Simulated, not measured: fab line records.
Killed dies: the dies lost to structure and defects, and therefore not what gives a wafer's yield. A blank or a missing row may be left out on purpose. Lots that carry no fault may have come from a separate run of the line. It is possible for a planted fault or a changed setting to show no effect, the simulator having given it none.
fab line records + flow nand_harc
[record]
- lots = 15
- wafers = 42
- last_day = 24
route steps=1159 shown A_ZERO_WELL@404 A_ONON_D1@446 A_CHANNEL_HOLE_D1@457
lots untouched by any fault: they come from a run of this same line in which no faults occurred
start_h: hours from the record's first day to the start of the lot's first wafer shown + wait_h: time in hours since the lot's previous step + " unchanged from the row above + L1.1+2: a single row standing in for several wafers + - no value, or no start given + * or withheld: withheld + < > ~ a bound
route shown NAME@n: a module of which the file shows steps, and the number in the route of the first + usual: the fault-free wafers' mean and standard deviation + same: alike in all rows + chamber/n: place in a boat + sites: the reading at each site + _std_site: their standard deviation + _edge_site: outer sites' mean less inner sites' + radius_mm: for every site, how far away it sits from the centre of the wafer + mask NAME#n: copy n + behind: the last tool/chamber to shape the wafer + hold: cause of the lot's hold/its duration in hours/its outcome + device: the n, p or np transistor that did not switch + end of line: the tests these same wafers got at the end of their route + a step with no rows: only its recipe + killed: not the wafer's yield, but the dies lost to structure and defects at the first sort + map: shows each die of a wafer: x if killed, . if not, _ if none is there
set.NAME: the run value of the setting; set.NAME@STEP: its run value at that earlier step + model.NAME: the simulator's own value behind a step, which no gauge read
steps of the route over a sample of lots; a table a step, a row a wafer
services: when a tool's chamber went out of use (start_h, in hours from the record's first day, below 0 if earlier), for how many hours, and the reason
[[steps]]
[step NHARC_A_ZERO_WELL_ETCH_19]
[recipe]
- target_depth_a = 800
- overetch_a = 240
- time_s = 87.88
- ion_energy_ev = 200
- n2_flow_sccm = 150
- h2_flow_sccm = 150
- ar_flow_sccm = 0
- rf_w = 400
- bias_w = 150
- chemistry = N2/H2
[usual]
- bias_w = 150.0/0.49
- chamber_pressure_mTorr = 30.000/0.029
- drypump_motor_current_A = 5.6/0.44
- oes_product_au = 1.005/0.008
- rf_vpp_V = 429.9/2.6
- showerhead_plenum_p_Torr = 2.01/0.084
- throttle_valve_pct = 14.171/0.0096
| lot.wafer | tool        | chamber | start_h | wait_h | bias_w | chamber_pressure_mTorr | drypump_motor_current_A | oes_product_au | rf_hours_counter_h | rf_vpp_V | showerhead_plenum_p_Torr | throttle_valve_pct |
|-----------|-------------|---------|---------|--------|--------|------------------------|-------------------------|----------------|--------------------|----------|--------------------------|--------------------|
| L612.2    | rie_diel-02 | 3       | 143.70  | 0.1    | 150.5  | 30.062                 | 4.7                     | 1.006          | 11                 | 431.0    | 2.06                     | 14.172             |
| L612.4    | "           | 1       | "       | "      | 149.5  | 29.998                 | 5.7                     | 0.993          | 10                 | 430.6    | 2.04                     | 14.177             |
| L612.3    | "           | 2       | "       | "      | 150.1  | 29.994                 | 5.3                     | 0.998          | 10                 | 429.5    | 1.97                     | 14.177             |
| L611.2    | rie_diel-09 | 3       | 144.16  | 0.1    | 150.2  | 30.004                 | 5.5                     | 0.998          | 6                  | 428.8    | 1.93                     | 14.174             |
| L611.3    | "           | 0       | "       | "      | 150.2  | 29.992                 | 5.4                     | 1.002          | 7                  | 433.2    | 2.11                     | 14.174             |
| L611.1    | "           | 2       | "       | "      | 149.8  | 29.942                 | 5.8                     | 1.004          | 7                  | 435.9    | 2.18                     | 14.177             |
| L614.4    | rie_diel-11 | 0       | 161.24  | 0.1    | 150.2  | 29.935                 | 6.2                     | 0.993          | 11                 | 425.4    | 1.92                     | 14.175             |
| L614.5    | "           | 0       | "       | "      | 149.5  | 30.003                 | 6.1                     | 1.000          | -                  | 427.9    | 1.92                     | 14.184             |
| L614.6    | "           | 1       | "       | "      | 150.9  | 29.939                 | 5.6                     | 0.994          | -                  | 430.9    | 2.09                     | 14.159             |
| L617.1    | rie_diel-02 | 2       | 176.64  | 0.1    | 149.3  | 30.047                 | 5.3                     | 1.008          | 1                  | 428.9    | 1.97                     | 14.159             |
| L617.5    | "           | 2       | "       | "      | 149.4  | 30.024                 | 5.3                     | 0.998          | -                  | 429.0    | 1.97                     | 14.169             |
| L618.1    | rie_diel-09 | 2       | 188.55  | 0.1    | 150.0  | 30.014                 | 5.7                     | 1.003          | 11                 | 436.4    | 2.18                     | 14.161             |
| L618.6    | "           | 2       | "       | "      | 149.9  | 29.969                 | 5.8                     | 0.991          | -                  | 435.4    | 2.18                     | 14.182             |
| L620.1    | rie_diel-02 | 0       | 205.48  | 0.1    | 150.1  | 30.037                 | 5.9                     | 1.015          | 3                  | 427.0    | 1.91                     | 14.181             |
| L620.5    | "           | 3       | "       | "      | 150.4  | 29.999                 | 4.7                     | 1.000          | -                  | 430.6    | 2.05                     | 14.189             |
| L622.1    | rie_diel-02 | 0       | 213.47  | 0.1    | 150.5  | 29.999                 | 5.9                     | 1.003          | 3                  | 427.1    | 1.91                     | 14.179             |
| L622.4    | "           | 2       | "       | "      | 150.0  | 29.977                 | 5.3                     | 1.004          | 4                  | 429.0    | 1.97                     | 14.174             |
| L622.6    | "           | 1       | "       | "      | 150.0  | 30.065                 | 5.7                     | 0.998          | -                  | 428.9    | 2.03                     | 14.170             |
| L623.4    | rie_diel-02 | 0       | 216.64  | 0.1    | 150.2  | 30.007                 | 5.9                     | 1.009          | 4                  | 427.4    | 1.91                     | 14.175             |
| L623.3    | "           | 1       | "       | "      | 149.9  | 30.037                 | 5.7                     | 1.009          | 4                  | 431.2    | 2.03                     | 14.168             |
| L623.5    | "           | 3       | "       | "      | 149.5  | 29.958                 | 4.7                     | 1.009          | -                  | 432.1    | 2.05                     | 14.181             |
| L624.2    | rie_diel-09 | 0       | 217.47  | 0.1    | 149.4  | 30.021                 | 5.4                     | 1.020          | 15                 | 434.1    | 2.11                     | 14.163             |
| L624.4    | "           | 2       | "       | "      | 150.3  | 29.950                 | 5.8                     | 1.011          | 14                 | 434.8    | 2.17                     | 14.183             |
| L624.6    | "           | 3       | "       | "      | 149.7  | 29.947                 | 5.5                     | 1.000          | -                  | 428.9    | 1.93                     | 14.162             |
| L627.1    | rie_diel-02 | 1       | 229.59  | 0.1    | 148.9  | 30.032                 | 5.7                     | 1.018          | 4                  | 428.7    | 2.03                     | 14.160             |
| L627.5    | "           | 3       | "       | "      | 150.8  | 30.014                 | 4.8                     | 1.006          | -                  | 431.6    | 2.05                     | 14.164             |
| L627.6    | "           | 0       | "       | "      | 149.7  | 30.020                 | 5.9                     | 1.010          | -                  | 425.6    | 1.91                     | 14.176             |
| L625.1    | rie_diel-02 | 1       | 230.69  | 0.1    | 149.1  | 30.013                 | 5.7                     | 1.008          | 4                  | 430.2    | 2.03                     | 14.186             |
| L625.4    | "           | 2       | "       | "      | 149.9  | 30.011                 | 5.4                     | 1.001          | 4                  | 428.4    | 1.97                     | 14.193             |
| L625.2    | "           | 3       | "       | "      | 150.1  | 30.000                 | 4.7                     | 0.995          | 4                  | 430.2    | 2.05                     | 14.160             |
| L629.2    | rie_diel-11 | 3       | 239.92  | 0.1    | 150.8  | 30.046                 | 5.7                     | 1.013          | 3                  | 433.0    | 2.11                     | 14.175             |
| L629.1    | "           | 1       | "       | "      | 150.2  | 29.959                 | 5.6                     | 0.984          | 3                  | 431.9    | 2.09                     | 14.160             |
| L629.3    | "           | 2       | "       | "      | 150.4  | 29.993                 | 6.4                     | 1.004          | 3                  | 426.5    | 1.90                     | 14.172             |
| L631.2    | rie_diel-02 | 2       | 260.12  | 0.1    | 150.3  | 29.991                 | 5.3                     | 1.014          | 7                  | 426.3    | 1.97                     | 14.187             |
| L631.1    | "           | 3       | "       | "      | 149.6  | 30.005                 | 4.7                     | 1.014          | 7                  | 430.6    | 2.05                     | 14.172             |
| L631.3    | "           | 0       | "       | "      | 149.7  | 30.001                 | 5.9                     | 0.989          | 7                  | 426.5    | 1.91                     | 14.166             |
| L633.3    | rie_diel-11 | 2       | 261.00  | 0.1    | 149.6  | 30.002                 | 6.4                     | 1.003          | 4                  | 425.8    | 1.90                     | 14.191             |
| L633.4    | "           | 3       | "       | "      | 150.0  | 29.989                 | 5.7                     | 1.008          | 5                  | 433.1    | 2.11                     | 14.173             |
| L633.6    | "           | 0       | "       | "      | 150.1  | 30.003                 | 6.2                     | 1.002          | -                  | 427.5    | 1.91                     | 14.175             |
| L632.2    | rie_diel-11 | 3       | 261.54  | 0.1    | 149.6  | 29.996                 | 5.7                     | 1.007          | 5                  | 432.3    | 2.11                     | 14.176             |
| L632.5    | "           | 3       | "       | "      | 149.8  | 29.961                 | 5.7                     | 1.003          | -                  | 433.5    | 2.11                     | 14.176             |
| L632.6    | "           | 0       | "       | "      | 150.0  | 30.016                 | 6.2                     | 0.989          | -                  | 428.2    | 1.91                     | 14.162             |
[step NHARC_A_ONON_D1_DEP_33]
[recipe]
- target_thk_a = 2000
- temp_c = 400
- pressure_torr = 6.5
- rf_w = 900
- teos_flow_sccm = 161.4
- flow_sccm = 2650
- target_thk_nm = 200
- gas = O2
- material = SiO2
[usual]
- heater_power_outer_w = 308/65
- heater_power_w = 548/110
- throttle_valve_pct = 15.9/0.49
| lot.wafer | tool     | chamber | start_h | wait_h | heater_power_outer_w | heater_power_w | throttle_valve_pct |
|-----------|----------|---------|---------|--------|----------------------|----------------|--------------------|
| L612.2    | pecvd-04 | 1       | 179.38  | 0.1    | 423                  | 772            | 16.1               |
| L612.3    | "        | 2       | "       | "      | 278                  | 490            | 15.5               |
| L612.4    | "        | 1       | "       | "      | 429                  | 784            | 16.1               |
| L611.3    | pecvd-04 | 0       | 179.60  | 0.3    | 281                  | 489            | 16.4               |
| L611.1    | "        | 1       | "       | "      | 306                  | 643            | 16.0               |
| L611.2    | "        | 2       | "       | "      | 275                  | 479            | 15.5               |
| L614.4    | pecvd-01 | 1       | 195.45  | 0.2    | 328                  | 637            | 15.2               |
| L614.6    | "        | 2       | "       | "      | 333                  | 500            | 16.0               |
| L614.5    | "        | 0       | "       | "      | 360                  | 563            | 16.5               |
| L617.1    | pecvd-02 | 1       | 209.86  | 0.1    | 274                  | 483            | 15.8               |
| L617.5    | "        | 1       | "       | "      | 280                  | 502            | 16.0               |
| L618.1    | pecvd-02 | 0       | 225.47  | 0.1    | 341                  | 562            | 16.8               |
| L618.6    | "        | 0       | "       | "      | 346                  | 567            | 16.6               |
| L620.1    | pecvd-04 | 0       | 242.02  | 0.3    | 271                  | 464            | 16.2               |
| L620.5    | "        | 2       | "       | "      | 256                  | 469            | 15.1               |
| L622.1    | pecvd-02 | 1       | 248.36  | 0.1    | 302                  | 532            | 15.8               |
| L622.6    | "        | 1       | "       | "      | 308                  | 553            | 15.6               |
| L622.4    | "        | 2       | "       | "      | 318                  | 580            | 15.6               |
| L623.3    | pecvd-04 | 2       | 248.39  | 0.1    | 229                  | 447            | 15.2               |
| L623.5    | "        | 1       | "       | "      | 399                  | 773            | 16.1               |
| L623.4    | "        | 2       | "       | "      | 238                  | 435            | 15.1               |
| L624.2    | pecvd-01 | 2       | 256.16  | 0.1    | 404                  | 592            | 15.7               |
| L624.4    | "        | 2       | "       | "      | 397                  | 592            | 16.0               |
| L624.6    | "        | 1       | "       | "      | 327                  | 630            | 15.6               |
| L625.2    | pecvd-04 | 0       | 263.08  | 0.1    | 280                  | 487            | 16.7               |
| L625.1    | "        | 1       | "       | "      | 359                  | 699            | 16.3               |
| L625.4    | "        | 0       | "       | "      | 286                  | 504            | 16.1               |
| L627.1    | pecvd-01 | 0       | 263.35  | 0.2    | 317                  | 517            | 15.7               |
| L627.5    | "        | 2       | "       | "      | 423                  | 619            | 15.7               |
| L627.6    | "        | 0       | "       | "      | 345                  | 539            | 16.0               |
| L629.1    | pecvd-01 | 2       | 274.35  | 0.1    | 366                  | 561            | 15.5               |
| L629.2    | "        | 0       | "       | "      | 336                  | 513            | 16.1               |
| L629.3    | "        | 1       | "       | "      | 348                  | 685            | 15.5               |
| L631.1    | pecvd-04 | 2       | 294.62  | 0.1    | 166                  | 352            | 15.1               |
| L631.3    | "        | 0       | "       | "      | 283                  | 482            | 16.2               |
| L631.2    | "        | 1       | "       | "      | 399                  | 779            | 16.1               |
| L633.3    | pecvd-01 | 0       | 294.76  | 0.1    | 362                  | 556            | 16.2               |
| L633.4    | "        | 1       | "       | "      | 258                  | 529            | 15.6               |
| L633.6    | "        | 2       | "       | "      | 350                  | 551            | 16.2               |
| L632.2    | pecvd-04 | 0       | 295.07  | 0.1    | 240                  | 441            | 16.7               |
| L632.6    | "        | 1       | "       | "      | 446                  | 820            | 16.2               |
| L632.5    | "        | 0       | "       | "      | 256                  | 446            | 16.6               |
[step NHARC_A_CHANNEL_HOLE_D1_SOFTBAKE_05]
[recipe]
- temp_c = 105
- time_s = 55
[usual]
- heater_power_total_W = 188.47/0.14
| lot.wafer | tool           | chamber | start_h | wait_h | heater_power_total_W |
|-----------|----------------|---------|---------|--------|----------------------|
| L612.2    | litho_track-01 | 0       | 182     | -      | 188.39               |
| L612.3    | "              | 0       | "       | "      | 188.32               |
| L612.4    | "              | 0       | "       | "      | 188.43               |
| L611.1    | litho_track-06 | 0       | 183     | -      | 188.55               |
| L611.2    | "              | 0       | "       | "      | 188.77               |
| L611.3    | "              | 0       | "       | "      | 188.71               |
| L614.4    | litho_track-06 | 0       | 198     | -      | 188.47               |
| L614.5    | "              | 0       | "       | "      | 188.28               |
| L614.6    | "              | 0       | "       | "      | 188.40               |
| L617.1    | litho_track-01 | 0       | 212     | -      | 323.59               |
| L617.5    | "              | 0       | "       | "      | 188.37               |
| L618.1    | litho_track-01 | 0       | 228     | -      | 323.06               |
| L618.6    | "              | 0       | "       | "      | 322.94               |
| L620.1    | litho_track-01 | 0       | 245     | -      | 322.91               |
| L620.5    | "              | 0       | "       | "      | 188.28               |
| L623.3    | litho_track-04 | 0       | 251     | -      | 188.54               |
| L623.4    | "              | 0       | "       | "      | 188.47               |
| L623.5    | "              | 0       | "       | "      | 188.31               |
| L622.1    | litho_track-06 | 0       | 251     | -      | 188.46               |
| L622.4    | "              | 0       | "       | "      | 188.67               |
| L622.6    | "              | 0       | "       | "      | 188.54               |
| L624.2    | litho_track-04 | 0       | 258     | -      | 188.35               |
| L624.4    | "              | 0       | "       | "      | 188.52               |
| L624.6    | "              | 0       | "       | "      | 188.80               |
| L625.1    | litho_track-06 | 0       | 265     | -      | 188.48               |
| L625.2    | "              | 0       | "       | "      | 188.65               |
| L625.4    | "              | 0       | "       | "      | 188.39               |
| L627.1    | litho_track-06 | 0       | 267     | -      | 188.27               |
| L627.5    | "              | 0       | "       | "      | 188.43               |
| L627.6    | "              | 0       | "       | "      | 188.35               |
| L629.1    | litho_track-04 | 0       | 277     | -      | 188.35               |
| L629.2    | "              | 0       | "       | "      | 188.39               |
| L629.3    | "              | 0       | "       | "      | 188.66               |
| L631.1    | litho_track-04 | 0       | 297     | -      | 188.33               |
| L631.2    | "              | 0       | "       | "      | 188.37               |
| L631.3    | "              | 0       | "       | "      | 188.35               |
| L633.3    | litho_track-04 | 0       | 297     | -      | 188.42               |
| L633.4    | "              | 0       | "       | "      | 188.36               |
| L633.6    | "              | 0       | "       | "      | 188.69               |
| L632.2    | litho_track-01 | 0       | 299     | -      | 188.39               |
| L632.5    | "              | 0       | "       | "      | 188.46               |
| L632.6    | "              | 0       | "       | "      | 188.32               |
[step NHARC_A_CHANNEL_HOLE_D1_DESCUM_15]
[recipe]
- time_s = 3
- o2_flow_sccm = 200
- ar_flow_sccm = 0
- bias_power_w = 0
- chemistry = O2
[usual]
- chamber_pressure_mTorr = 60.00/0.059
- drypump_motor_current_A = 5.4/0.34
- oes_product_au = 1.000/0.0081
- rf_vpp_V = 58.1/0.83
- showerhead_plenum_p_Torr = 1.98/0.056
- throttle_valve_pct = 11.311/0.0085
| lot.wafer | tool        | chamber | start_h | wait_h | chamber_pressure_mTorr | drypump_motor_current_A | oes_product_au | rf_hours_counter_h | rf_vpp_V | showerhead_plenum_p_Torr | throttle_valve_pct |
|-----------|-------------|---------|---------|--------|------------------------|-------------------------|----------------|--------------------|----------|--------------------------|--------------------|
| L612.4    | rie_diel-12 | 1       | 183.45  | 0.1    | 60.08                  | 5.4                     | 1.012          | 9                  | 58.6     | 1.97                     | 11.298             |
| L612.2    | "           | 2       | "       | "      | 60.08                  | 5.8                     | 1.007          | 11                 | 59.0     | 2.02                     | 11.312             |
| L612.3    | "           | 0       | "       | "      | 59.94                  | 5.7                     | 1.006          | 12                 | 58.8     | 2.06                     | 11.313             |
| L611.2    | rie_diel-07 | 2       | 184.62  | 0.1    | 60.06                  | 5.5                     | 0.992          | 8                  | 57.8     | 1.93                     | 11.312             |
| L611.1    | "           | 3       | "       | "      | 60.18                  | 6.2                     | 0.991          | 8                  | 59.0     | 2.01                     | 11.306             |
| L611.3    | "           | 0       | "       | "      | 59.99                  | 5.7                     | 1.003          | 7                  | 58.1     | 2.01                     | 11.311             |
| L614.4    | rie_diel-03 | 0       | 198.99  | 0.1    | 60.02                  | 5.3                     | 0.989          | 11                 | 58.4     | 1.87                     | 11.301             |
| L614.5    | "           | 0       | "       | "      | 59.95                  | 5.3                     | 0.983          | -                  | 57.7     | 1.87                     | 11.320             |
| L614.6    | "           | 1       | "       | "      | 59.92                  | 5.6                     | 1.005          | -                  | 57.8     | 1.97                     | 11.322             |
| L617.1    | rie_diel-12 | 3       | 213.33  | 0.1    | 60.10                  | 4.9                     | 1.004          | 0                  | 59.2     | 1.98                     | 11.319             |
| L617.5    | "           | 3       | "       | "      | 59.97                  | 4.9                     | 0.998          | -                  | 59.9     | 1.98                     | 11.313             |
| L618.1    | rie_diel-03 | 2       | 229.37  | 0.1    | 59.97                  | 5.5                     | 1.001          | 0                  | 56.6     | 2.00                     | 11.315             |
| L618.6    | "           | 1       | "       | "      | 59.94                  | 5.6                     | 1.012          | -                  | 58.2     | 1.97                     | 11.294             |
| L620.1    | rie_diel-07 | 1       | 246.07  | 0.1    | 59.88                  | 6.0                     | 1.004          | 0                  | 56.3     | 1.84                     | 11.320             |
| L620.5    | "           | 3       | "       | "      | 60.00                  | 6.2                     | 1.010          | -                  | 60.3     | 2.01                     | 11.313             |
| L623.4    | rie_diel-12 | 0       | 252.00  | 0.1    | 60.03                  | 5.6                     | 1.000          | 4                  | 59.4     | 2.06                     | 11.314             |
| L623.3    | "           | 1       | "       | "      | 60.00                  | 5.4                     | 0.997          | 4                  | 58.7     | 1.97                     | 11.307             |
| L623.5    | "           | 3       | "       | "      | 60.01                  | 4.9                     | 1.004          | -                  | 57.6     | 1.97                     | 11.320             |
| L622.4    | rie_diel-03 | 3       | 252.39  | 0.1    | 59.98                  | 5.0                     | 0.996          | 2                  | 58.8     | 2.02                     | 11.304             |
| L622.1    | "           | 1       | "       | "      | 59.94                  | 5.5                     | 1.007          | 1                  | 58.2     | 1.97                     | 11.311             |
| L622.6    | "           | 3       | "       | "      | 60.03                  | 5.0                     | 1.000          | -                  | 57.5     | 2.01                     | 11.321             |
| L624.4    | rie_diel-03 | 2       | 259.56  | 0.1    | 59.95                  | 5.5                     | 0.991          | 2                  | 59.9     | 2.00                     | 11.303             |
| L624.2    | "           | 3       | "       | "      | 60.02                  | 4.9                     | 0.992          | 2                  | 58.7     | 2.01                     | 11.314             |
| L624.6    | "           | 3       | "       | "      | 59.96                  | 4.9                     | 0.996          | -                  | 57.8     | 2.01                     | 11.321             |
| L625.2    | rie_diel-03 | 2       | 266.54  | 0.1    | 60.05                  | 5.5                     | 1.004          | 2                  | 57.9     | 2.00                     | 11.297             |
| L625.1    | "           | 3       | "       | "      | 59.92                  | 5.0                     | 1.001          | 3                  | 57.1     | 2.01                     | 11.299             |
| L625.4    | "           | 0       | "       | "      | 60.02                  | 5.3                     | 1.000          | 2                  | 56.1     | 1.87                     | 11.308             |
| L627.1    | rie_diel-12 | 3       | 268.15  | 0.1    | 60.07                  | 4.9                     | 1.007          | 6                  | 58.6     | 1.97                     | 11.332             |
| L627.5    | "           | 1       | "       | "      | 59.96                  | 5.4                     | 0.996          | -                  | 56.6     | 1.96                     | 11.297             |
| L627.6    | "           | 2       | "       | "      | 59.97                  | 5.8                     | 0.986          | -                  | 58.5     | 2.02                     | 11.314             |
| L629.1    | rie_diel-03 | 2       | 277.84  | 0.1    | 59.99                  | 5.5                     | 0.984          | 3                  | 57.9     | 2.00                     | 11.325             |
| L629.3    | "           | 3       | "       | "      | 59.95                  | 5.0                     | 0.997          | 4                  | 57.7     | 2.01                     | 11.313             |
| L629.2    | "           | 0       | "       | "      | 60.03                  | 5.3                     | 0.994          | 3                  | 58.3     | 1.87                     | 11.299             |
| L631.1    | rie_diel-12 | 0       | 298.18  | 0.1    | 59.94                  | 5.7                     | 0.996          | 8                  | 56.9     | 2.06                     | 11.308             |
| L631.3    | "           | 1       | "       | "      | 59.99                  | 5.4                     | 1.016          | 8                  | 59.4     | 1.96                     | 11.311             |
| L631.2    | "           | 3       | "       | "      | 60.07                  | 4.9                     | 1.017          | 8                  | 58.9     | 1.97                     | 11.307             |
| L633.3    | rie_diel-03 | 3       | 298.36  | 0.1    | 60.12                  | 4.9                     | 0.990          | 5                  | 58.6     | 2.01                     | 11.322             |
| L633.4    | "           | 0       | "       | "      | 59.93                  | 5.3                     | 1.004          | 4                  | 57.3     | 1.87                     | 11.312             |
| L633.6    | "           | 3       | "       | "      | 60.04                  | 5.0                     | 0.998          | -                  | 58.5     | 2.01                     | 11.325             |
| L632.2    | rie_diel-03 | 3       | 300.20  | 0.1    | 60.01                  | 4.9                     | 0.997          | 5                  | 57.6     | 2.01                     | 11.307             |
| L632.5    | "           | 2       | "       | "      | 59.97                  | 5.4                     | 0.994          | -                  | 57.3     | 2.00                     | 11.322             |
| L632.6    | "           | 3       | "       | "      | 60.00                  | 4.9                     | 0.993          | -                  | 59.4     | 2.01                     | 11.312             |
[[services]]
| tool           | chamber | start_h | hours | kind   |
|----------------|---------|---------|-------|--------|
| rie_diel-12    | 3       | 124.57  | 32.5  | repair |
| pecvd-01       | 2       | 125.08  | 17.6  | repair |
| rie_diel-12    | -       | 132.07  | 0.2   | repair |
| rie_diel-09    | 1       | 140.88  | 12.4  | repair |
| litho_track-04 | -       | 141.00  | 7.0   | pm     |
| rie_diel-03    | 2       | 146.31  | 4.8   | repair |
| rie_diel-02    | -       | 150.70  | 9.0   | pm     |
| rie_diel-03    | 2       | 158.31  | 7.9   | repair |
| rie_diel-12    | 1       | 185.21  | 3.9   | repair |
| rie_diel-11    | -       | 189.50  | 9.0   | pm     |
| pecvd-04       | -       | 195.11  | 13.0  | pm     |
| rie_diel-09    | 3       | 196.36  | 2.8   | repair |
| rie_diel-12    | -       | 202.41  | 9.0   | pm     |
| rie_diel-11    | 2       | 202.51  | 1.6   | repair |
| rie_diel-11    | 1       | 212.63  | 9.3   | repair |
| rie_diel-03    | -       | 215.30  | 9.0   | pm     |
| rie_diel-12    | 2       | 236.60  | 9.6   | repair |
| pecvd-01       | -       | 237.35  | 13.0  | pm     |
| rie_diel-09    | 2       | 245.77  | 8.4   | repair |
| rie_diel-09    | -       | 254.10  | 9.0   | pm     |
| litho_track-01 | -       | 268.00  | 7.0   | pm     |
| rie_diel-03    | 0       | 285.91  | 1.9   | repair |
| litho_track-06 | -       | 292.00  | 7.0   | pm     |
| rie_diel-11    | 1       | 299.57  | 29.0  | repair |
[[key]]
[first_sign]
- step = NHARC_A_CHANNEL_HOLE_D1_SOFTBAKE_05
- reading = heater_power_total_W
- direction = up
- sigmas = 99+
- usual = *
- struck = *
effect none on later readings
met_at NHARC_A_CHANNEL_HOLE_D1_SOFTBAKE_05
struck_lots L617,L618,L620
struck_wafers L617.1,L618.1,L618.6,L620.1
sort_left_out L617.1,L618.1,L618.6,L620.1
tester_left_out L617,L618,L620
not_acting_at NHARC_A_ZERO_WELL_ETCH_19,NHARC_A_ONON_D1_DEP_33,NHARC_A_CHANNEL_HOLE_D1_DESCUM_15
onset_between 182 212
[fault]
- kind = process_parameter_drift
- tool = litho_track-01
- chamber = -
- onset_h = 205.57
- steps = NHARC_A_CHANNEL_HOLE_D1_SOFTBAKE_05
- channel = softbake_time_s
- offset = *
- shape = step
- end_h = 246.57
- scope = struck_wafers_only
- acts_in = *
- stated = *
// tester_left_out: of these lots the tester's yield and bins aren't shown, on N5 and GAA mostly nor the transistor test; their killed dies are dies lost to structure and defects alone, not to doping, threshold or leakage, so they don't give the yield
// sort_left_out: the simulated sort isn't trusted on such a fault, so these wafers' sort isn't shown, and their yield isn't known
